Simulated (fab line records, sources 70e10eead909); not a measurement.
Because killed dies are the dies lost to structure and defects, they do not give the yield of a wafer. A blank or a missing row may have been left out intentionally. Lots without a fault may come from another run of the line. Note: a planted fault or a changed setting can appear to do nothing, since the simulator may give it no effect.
Comparing a struck lot with a sound one | flow nand-harc | 24 steps out of a route of 1302
Sound: these wafers, L932.1, L932.3, L932.4. Struck: wafer L924.6 (left out: L924.1, L924.3 of the same lot, which were not struck); the cause appears at the end.
For every step that has rows: the tool of each side, followed by ch and its chambers, followed by its first start. Under that, the readings that differ: sound wafers | struck wafers | difference of the means | sigmas: that difference in standard deviations of wafers without a fault.
alike: words and numbers the same on both sides, and readings whose means are apart by under 2 such deviations; not compared: readings that were withheld, readings missing a value for some wafer, numbers with overlapping values and no deviation given by the record, and bounds like >300 which may hide the same value.
The two part at a step that has a row with sigmas, a row that says differs or no value, or rows on one side only. Numbers that don't overlap but have no deviation are shown without sigmas and don't part them. A reading missing from all wafers of one side parts the sides only when that side holds two or more wafers.

NHARC_P_M0_INSPECT_27:
  sound on defect-inspect-02, day 15 01:43; struck on defect-inspect-01, day 11 11:05
  alike: raw-defect-count
NHARC_P_M0_PRE_CLEAN_31: time 12 s.
  sound on pecvd-03 ch 0,1, day 15 01:47; struck on pecvd-01 ch 0, day 11 11:10
  alike: heater-power-w
NHARC_P_M0_DEP_32: deposits SiCN, target thk 30 nm.
  sound on pecvd-03 ch 0,1, day 15 01:54; struck on pecvd-01 ch 0, day 11 11:14
  reading            | sound       | struck | difference | sigmas
  heater-power-w (W) | 584 448 462 | 734    | +236       | +2
  alike: showerhead-vpp-V
then, 8 steps without rows for these wafers: NHARC_P_M1_DEP_00 (deposits SiOC, target thk 182.5 nm); NHARC_P_M1_DEHYDRATE_01 (time 120 s); NHARC_P_M1_HMDS_02 (time 30 s); NHARC_P_M1_COAT_34 (time 65 s); NHARC_P_M1_COAT_03 (resist thk 90 nm); NHARC_P_M1_SOFTBAKE_04 (time 55 s); NHARC_P_M1_EBR_05; NHARC_P_M1_EXPOSE_06 (exposes mask P M1, target cd 130 nm).
NHARC_P_M1_PEB_07: peb time 65 s.
  sound on litho-track-06 ch 0, day 15 03:02; struck on litho-track-06 ch 0, day 11 12:25
  reading                  | sound             | struck | difference | sigmas
  heater-power-total-W (W) | 156.2 156.6 156.1 | 186.0  | +29.7      | +72
then, 1 step without rows for these wafers: NHARC_P_M1_DEVELOP_08 (develop time 35 s).
NHARC_P_M1_CD_MEAS_09 targets a cd of 130 nm.
  sound on cd-sem-01 ch 0, day 15 03:06; struck on cd-sem-02 ch 0, day 11 12:30
  reading    | sound             | struck | difference | sigmas
  cd-nm (nm) | 130.9 130.7 130.7 | 119.1  | -11.7      | -20
NHARC_P_M1_OVL_MEAS_10: pitch 260 nm.
  sound on overlay-02, day 15 03:11; struck on overlay-01, day 11 12:35
  alike: overlay-x-nm, overlay-y-nm
NHARC_P_M1_INSPECT_11:
  sound on defect-inspect-02, day 15 03:14; struck on defect-inspect-02, day 11 12:37
  alike: raw-defect-count
NHARC_P_M1_DESCUM_14: chemistry O2, time 3 s.
  sound on rie-diel-06 ch 0,1,2, day 15 03:17; struck on rie-diel-06 ch 1, day 11 12:41
  reading                | sound                | struck | difference | sigmas
  throttle-valve-pct (%) | 11.307 11.315 11.325 | 11.293 | -0.023     | -2
  model.P_M1.cd-nm (nm)  | 131.5 130.8 131      | 118.6  | -12.5      |
  alike: drypump-motor-current-A, oes-product-au, rf-vpp-V, showerhead-plenum-p-Torr
  not compared: rf-hours-counter-h
NHARC_P_M1_ETCH_35: etches the open film in N2/H2, target depth 40 nm, overetch 12 nm, time 43.94 s.
  sound on rie-diel-06 ch 1,2,3, day 15 03:22; struck on rie-diel-06 ch 3, day 11 12:46
  alike: drypump-motor-current-A, oes-product-au, rf-vpp-V, showerhead-plenum-p-Torr, throttle-valve-pct
  not compared: rf-hours-counter-h
NHARC_P_M1_ETCH_15: etches the open film in C4F8/Ar, target depth 182.5 nm, time 91.2 s.
  sound on rie-diel-06 ch 0,1,2; struck on rie-diel-06 ch 3
  alike: oes-product-au, rf-vpp-V
  not compared: rf-hours-counter-h
NHARC_P_M1_CD_MEAS_16:
  sound on cd-sem-02, day 15 03:36; struck on cd-sem-01, day 11 12:59
  reading    | sound             | struck | difference | sigmas
  cd-nm (nm) | 131.9 130.9 131.0 | 118.9  | -12.4      | -16
NHARC_P_M1_STRIP_18: strips in N2/H2.
  sound on rie-diel-08 ch 0,2, day 15 03:43; struck on rie-diel-06 ch 0, day 11 13:04
  alike: drypump-motor-current-A, oes-product-au, rf-vpp-V, showerhead-plenum-p-Torr, throttle-valve-pct
  not compared: rf-hours-counter-h
NHARC_P_M1_ETCH_28: etches the open film in CF4/N2, target depth 30 nm, time 72.99 s.
  sound on rie-diel-08 ch 0,1,2; struck on rie-diel-06 ch 0
  reading               | sound             | struck | difference | sigmas
  rf-vpp-V (V)          | 311.3 313.2 312.1 | 316.2  | +4.0       | +2
  model.P_M1.cd-nm (nm) | 132.4 131.1 131.7 | 118.7  | -13.0      |
  alike: cf4-flow-sccm, drypump-motor-current-A, oes-product-au, showerhead-plenum-p-Torr, throttle-valve-pct
  not compared: rf-hours-counter-h
then, 1 step without rows for these wafers: NHARC_P_M1_STRIP_19 (strips in post etch residue remover, time 600 s).
-- record jumps: 18 days between struck wafers' starts before vs after; left off in module P_M1, resumes in module END, first step shown is number 1302 of the route --
NHARC_END_SORT_01:
  at this point the record logs the struck wafers (prober-02 ch 0, day 29 06:34) and has no rows for the sound ones

WHERE THEY PART
At NHARC_P_M0_DEP_32 first; at NHARC_END_SORT_01 last (within this record only).

WHY: the cause the simulator had injected
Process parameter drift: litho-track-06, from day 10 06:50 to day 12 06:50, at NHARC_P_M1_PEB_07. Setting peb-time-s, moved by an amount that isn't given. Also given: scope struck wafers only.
